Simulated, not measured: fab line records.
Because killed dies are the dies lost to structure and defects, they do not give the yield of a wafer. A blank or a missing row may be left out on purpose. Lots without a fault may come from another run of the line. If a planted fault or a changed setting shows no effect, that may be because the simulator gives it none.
A sampling plan put to the test :: flow nand harc :: one fab line, 28 faults that these records tell of, each judged on the records of the lots that it struck
What counts as the plan is the set of the line's own looks, namely the steps on the route at which a gauge or an inspection reads a wafer and does not change it. Where struck wafers have a number at a look and the file lists that look's usual mean and standard deviation on fault-free wafers, the look can be judged. Caught: a look later than the fault's first step finds the struck wafers' mean 4 or more of those standard deviations (sigma) from the usual mean. On the tool: the fault's steps, tested the same way using the tool's own readings. A different recipe on the struck wafers counts as caught too, as does a record blank only for those wafers.

## THE FAULTS, as the simulator had put them in
1. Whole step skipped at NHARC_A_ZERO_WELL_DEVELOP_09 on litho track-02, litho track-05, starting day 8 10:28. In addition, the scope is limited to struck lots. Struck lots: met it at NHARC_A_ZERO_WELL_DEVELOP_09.
2. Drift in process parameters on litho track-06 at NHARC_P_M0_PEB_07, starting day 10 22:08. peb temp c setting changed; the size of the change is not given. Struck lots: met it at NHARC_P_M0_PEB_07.
3. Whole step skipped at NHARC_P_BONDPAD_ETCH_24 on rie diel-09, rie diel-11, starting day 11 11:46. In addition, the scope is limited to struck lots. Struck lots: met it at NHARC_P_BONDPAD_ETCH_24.
4. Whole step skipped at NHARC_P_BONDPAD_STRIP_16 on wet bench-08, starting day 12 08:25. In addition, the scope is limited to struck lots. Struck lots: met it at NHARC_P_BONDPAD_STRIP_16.
5. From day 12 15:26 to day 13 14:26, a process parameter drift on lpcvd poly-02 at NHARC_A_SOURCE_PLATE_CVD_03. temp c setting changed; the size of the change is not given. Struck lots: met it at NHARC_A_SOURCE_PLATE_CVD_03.
6. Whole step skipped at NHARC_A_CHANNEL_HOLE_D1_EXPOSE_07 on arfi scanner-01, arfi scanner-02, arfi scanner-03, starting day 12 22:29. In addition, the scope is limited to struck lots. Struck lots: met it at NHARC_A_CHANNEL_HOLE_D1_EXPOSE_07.
7. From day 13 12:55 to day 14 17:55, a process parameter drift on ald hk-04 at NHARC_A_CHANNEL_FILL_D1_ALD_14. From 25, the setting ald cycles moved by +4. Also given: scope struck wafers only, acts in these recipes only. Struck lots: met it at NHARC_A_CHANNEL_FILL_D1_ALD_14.
8. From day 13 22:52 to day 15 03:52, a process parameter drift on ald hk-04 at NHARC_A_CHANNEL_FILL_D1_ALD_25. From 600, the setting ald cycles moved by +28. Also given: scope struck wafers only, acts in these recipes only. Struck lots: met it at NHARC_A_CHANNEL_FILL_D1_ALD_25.
9. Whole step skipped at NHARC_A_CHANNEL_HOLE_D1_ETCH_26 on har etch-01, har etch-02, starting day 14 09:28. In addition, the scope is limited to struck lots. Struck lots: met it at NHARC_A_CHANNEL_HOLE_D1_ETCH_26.
10. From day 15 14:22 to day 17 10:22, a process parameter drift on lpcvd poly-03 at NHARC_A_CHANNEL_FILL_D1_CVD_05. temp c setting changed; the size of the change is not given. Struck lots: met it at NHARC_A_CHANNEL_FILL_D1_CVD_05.
11. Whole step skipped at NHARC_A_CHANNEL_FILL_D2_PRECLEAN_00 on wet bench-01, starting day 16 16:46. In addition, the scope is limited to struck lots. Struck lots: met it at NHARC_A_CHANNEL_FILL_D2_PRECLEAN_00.
12. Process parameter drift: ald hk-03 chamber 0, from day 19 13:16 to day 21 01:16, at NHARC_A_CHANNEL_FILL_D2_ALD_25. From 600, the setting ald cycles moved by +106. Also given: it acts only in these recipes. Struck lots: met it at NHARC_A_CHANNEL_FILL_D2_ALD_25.
13. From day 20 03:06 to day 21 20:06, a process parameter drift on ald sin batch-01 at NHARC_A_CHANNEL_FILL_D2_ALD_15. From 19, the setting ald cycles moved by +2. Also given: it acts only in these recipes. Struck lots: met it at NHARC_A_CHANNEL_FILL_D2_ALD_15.
14. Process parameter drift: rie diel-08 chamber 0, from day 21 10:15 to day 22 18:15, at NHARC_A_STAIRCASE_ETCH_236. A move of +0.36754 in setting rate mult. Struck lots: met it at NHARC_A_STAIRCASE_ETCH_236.
15. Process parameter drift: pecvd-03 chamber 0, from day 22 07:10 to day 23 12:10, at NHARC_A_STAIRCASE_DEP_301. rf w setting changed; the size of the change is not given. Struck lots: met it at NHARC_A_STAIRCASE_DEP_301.
16. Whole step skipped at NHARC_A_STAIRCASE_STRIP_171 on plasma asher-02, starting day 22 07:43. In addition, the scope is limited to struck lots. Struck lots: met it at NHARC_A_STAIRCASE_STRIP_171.
17. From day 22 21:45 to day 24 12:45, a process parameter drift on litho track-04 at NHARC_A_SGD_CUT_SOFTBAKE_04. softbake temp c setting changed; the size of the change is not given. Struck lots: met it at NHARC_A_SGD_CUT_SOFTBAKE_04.
18. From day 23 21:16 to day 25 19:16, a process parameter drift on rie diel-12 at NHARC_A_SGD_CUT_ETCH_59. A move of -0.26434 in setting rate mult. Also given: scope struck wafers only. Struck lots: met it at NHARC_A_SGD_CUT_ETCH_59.
19. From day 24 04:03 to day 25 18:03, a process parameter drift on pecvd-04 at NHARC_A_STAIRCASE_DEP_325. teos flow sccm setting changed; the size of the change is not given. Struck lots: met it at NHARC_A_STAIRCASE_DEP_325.
20. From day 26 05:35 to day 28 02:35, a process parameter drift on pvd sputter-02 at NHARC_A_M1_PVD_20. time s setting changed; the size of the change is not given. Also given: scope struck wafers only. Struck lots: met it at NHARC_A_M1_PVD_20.
21. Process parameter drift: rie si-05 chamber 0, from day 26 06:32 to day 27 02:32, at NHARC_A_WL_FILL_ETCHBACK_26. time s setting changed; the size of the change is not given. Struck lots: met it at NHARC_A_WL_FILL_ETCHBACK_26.
22. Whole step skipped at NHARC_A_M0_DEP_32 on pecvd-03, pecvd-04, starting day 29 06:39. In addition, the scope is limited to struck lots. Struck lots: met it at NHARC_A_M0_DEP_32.
23. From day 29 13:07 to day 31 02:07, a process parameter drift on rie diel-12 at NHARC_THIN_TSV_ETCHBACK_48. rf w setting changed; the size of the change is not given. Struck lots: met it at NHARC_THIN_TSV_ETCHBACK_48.
24. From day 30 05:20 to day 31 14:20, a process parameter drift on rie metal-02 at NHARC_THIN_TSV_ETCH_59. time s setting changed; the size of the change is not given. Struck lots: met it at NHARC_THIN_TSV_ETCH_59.
25. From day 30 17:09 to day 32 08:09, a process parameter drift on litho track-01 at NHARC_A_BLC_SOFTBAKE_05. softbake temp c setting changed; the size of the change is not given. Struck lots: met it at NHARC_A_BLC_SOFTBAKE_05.
26. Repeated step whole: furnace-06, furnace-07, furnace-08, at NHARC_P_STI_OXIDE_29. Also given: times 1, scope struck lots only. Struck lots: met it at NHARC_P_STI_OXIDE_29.
27. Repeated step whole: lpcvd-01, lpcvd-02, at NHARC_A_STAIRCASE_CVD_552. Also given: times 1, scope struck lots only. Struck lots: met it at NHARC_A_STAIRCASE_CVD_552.
28. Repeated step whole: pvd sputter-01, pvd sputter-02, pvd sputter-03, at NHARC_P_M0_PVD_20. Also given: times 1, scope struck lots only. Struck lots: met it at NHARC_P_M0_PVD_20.

## WHAT THE PLAN SAW
fault: 1
on the tool itself: the tool's record is blank for the struck wafers
first look that catches it: no look after it can be judged
reading, sigma: -
median hours from its first step to that look: -
hours from the fault's start to the first struck lot there: -
judged looks passed uncaught: 0

fault: 2
on the tool itself: plate temp C -9.6 sigma
first look that catches it: no look after it can be judged
reading, sigma: -
median hours from its first step to that look: -
hours from the fault's start to the first struck lot there: -
judged looks passed uncaught: 0

fault: 3
on the tool itself: the tool's record is blank for the struck wafers
first look that catches it: no look after it can be judged
reading, sigma: -
median hours from its first step to that look: -
hours from the fault's start to the first struck lot there: -
judged looks passed uncaught: 0

fault: 4
on the tool itself: the tool's record is blank for the struck wafers
first look that catches it: not the one look that can be judged after it
reading, sigma: -
median hours from its first step to that look: -
hours from the fault's start to the first struck lot there: -
judged looks passed uncaught: 1

fault: 5
on the tool itself: spike tc lower C +14 sigma
first look that catches it: NHARC_A_SOURCE_PLATE_THK_MEAS_06
reading, sigma: thk nm +39
median hours from its first step to that look: 12.8
hours from the fault's start to the first struck lot there: 25
judged looks passed uncaught: 0

fault: 6
on the tool itself: no reading that can be judged
first look that catches it: no look after it can be judged
reading, sigma: -
median hours from its first step to that look: -
hours from the fault's start to the first struck lot there: -
judged looks passed uncaught: 0

fault: 7
on the tool itself: under 2 sigma
first look that catches it: not the one look that can be judged after it
reading, sigma: -
median hours from its first step to that look: -
hours from the fault's start to the first struck lot there: -
judged looks passed uncaught: 1

fault: 8
on the tool itself: under 2 sigma
first look that catches it: no look after it can be judged
reading, sigma: -
median hours from its first step to that look: -
hours from the fault's start to the first struck lot there: -
judged looks passed uncaught: 0

fault: 9
on the tool itself: the tool's record is blank for the struck wafers
first look that catches it: no look after it can be judged
reading, sigma: -
median hours from its first step to that look: -
hours from the fault's start to the first struck lot there: -
judged looks passed uncaught: 0

fault: 10
on the tool itself: spike tc lower C +12 sigma
first look that catches it: NHARC_END_WLT_00
reading, sigma: VT_DECK1_TOP +10
median hours from its first step to that look: 349.8
hours from the fault's start to the first struck lot there: 357
judged looks passed uncaught: 0

fault: 11
on the tool itself: the tool's record is blank for the struck wafers
first look that catches it: not the one look that can be judged after it
reading, sigma: -
median hours from its first step to that look: -
hours from the fault's start to the first struck lot there: -
judged looks passed uncaught: 1

fault: 12
on the tool itself: under 2 sigma
first look that catches it: not the one look that can be judged after it
reading, sigma: -
median hours from its first step to that look: -
hours from the fault's start to the first struck lot there: -
judged looks passed uncaught: 1

fault: 13
on the tool itself: under 2 sigma
first look that catches it: no look after it can be judged
reading, sigma: -
median hours from its first step to that look: -
hours from the fault's start to the first struck lot there: -
judged looks passed uncaught: 0

fault: 14
on the tool itself: oes product au +17 sigma
first look that catches it: no look after it can be judged
reading, sigma: -
median hours from its first step to that look: -
hours from the fault's start to the first struck lot there: -
judged looks passed uncaught: 0

fault: 15
on the tool itself: rf fwd power W -99 or beyond sigma
first look that catches it: no look after it can be judged
reading, sigma: -
median hours from its first step to that look: -
hours from the fault's start to the first struck lot there: -
judged looks passed uncaught: 0

fault: 16
on the tool itself: the tool's record is blank for the struck wafers
first look that catches it: no look after it can be judged
reading, sigma: -
median hours from its first step to that look: -
hours from the fault's start to the first struck lot there: -
judged looks passed uncaught: 0

fault: 17
on the tool itself: heater power total W -42 sigma
first look that catches it: no look after it can be judged
reading, sigma: -
median hours from its first step to that look: -
hours from the fault's start to the first struck lot there: -
judged looks passed uncaught: 0

fault: 18
on the tool itself: oes product au -17 sigma
first look that catches it: no look after it can be judged
reading, sigma: -
median hours from its first step to that look: -
hours from the fault's start to the first struck lot there: -
judged looks passed uncaught: 0

fault: 19
on the tool itself: mfc precursor sccm +99 or beyond sigma
first look that catches it: not the one look that can be judged after it
reading, sigma: -
median hours from its first step to that look: -
hours from the fault's start to the first struck lot there: -
judged looks passed uncaught: 1

fault: 20
on the tool itself: under 2 sigma
first look that catches it: not the one look that can be judged after it
reading, sigma: -
median hours from its first step to that look: -
hours from the fault's start to the first struck lot there: -
judged looks passed uncaught: 1

fault: 21
on the tool itself: run length s -10 sigma
first look that catches it: no look after it can be judged
reading, sigma: -
median hours from its first step to that look: -
hours from the fault's start to the first struck lot there: -
judged looks passed uncaught: 0

fault: 22
on the tool itself: the tool's record is blank for the struck wafers
first look that catches it: not the one look that can be judged after it
reading, sigma: -
median hours from its first step to that look: -
hours from the fault's start to the first struck lot there: -
judged looks passed uncaught: 1

fault: 23
on the tool itself: rf fwd power W +99 or beyond sigma
first look that catches it: not the one look that can be judged after it
reading, sigma: -
median hours from its first step to that look: -
hours from the fault's start to the first struck lot there: -
judged looks passed uncaught: 1

fault: 24
on the tool itself: run length s +80 sigma
first look that catches it: no look after it can be judged
reading, sigma: -
median hours from its first step to that look: -
hours from the fault's start to the first struck lot there: -
judged looks passed uncaught: 0

fault: 25
on the tool itself: heater power total W +99 or beyond sigma
first look that catches it: no look after it can be judged
reading, sigma: -
median hours from its first step to that look: -
hours from the fault's start to the first struck lot there: -
judged looks passed uncaught: 0

fault: 26
on the tool itself: no reading that can be judged
first look that catches it: none of the 3 looks that can be judged after it
reading, sigma: -
median hours from its first step to that look: -
hours from the fault's start to the first struck lot there: -
judged looks passed uncaught: 3

fault: 27
on the tool itself: no reading that can be judged
first look that catches it: no look after it can be judged
reading, sigma: -
median hours from its first step to that look: -
hours from the fault's start to the first struck lot there: -
judged looks passed uncaught: 0

fault: 28
on the tool itself: under 2 sigma
first look that catches it: not the one look that can be judged after it
reading, sigma: -
median hours from its first step to that look: -
hours from the fault's start to the first struck lot there: -
judged looks passed uncaught: 1
A dash: the fault is not caught, or the number is missing from these records.

Caught at a look: 2 of 28. Caught on the tool: 19 of 28. By one or the other: 19 of 28.
Caught on the tool alone: faults 1, 2, 3, 4, 9, 11, 14, 15, 16, 17, 18, 19, 21, 22, 23, 24, 25.
Caught by neither: faults 6, 7, 8, 12, 13, 20, 26, 27, 28.

## THINNER SAMPLING
In the worst case, this is how late the first struck lot would be measured if the look that catches a fault measured only every second or every third lot, by lot number:
fault: 5
struck lots at that look, in order of time: L506, L505
every lot: 25 h
every second lot: 25 h
every third lot: may miss all 2

fault: 10
struck lots at that look, in order of time: L270, L269, L271
every lot: 357 h
every second lot: 357 h
every third lot: 366 h
Hours count from the start of the fault until the first struck lot that is measured. The test against the limit of 4 sigma pooled every struck wafer, which means one lot taken alone may stay below that limit. Other struck lots may not be in these records.

## THE LONGEST TIMED WAY FROM STEP TO LOOK
Fault 10: median gap of 349.8 hours between NHARC_A_CHANNEL_FILL_D1_CVD_05 and NHARC_END_WLT_00. No look between them can be judged.
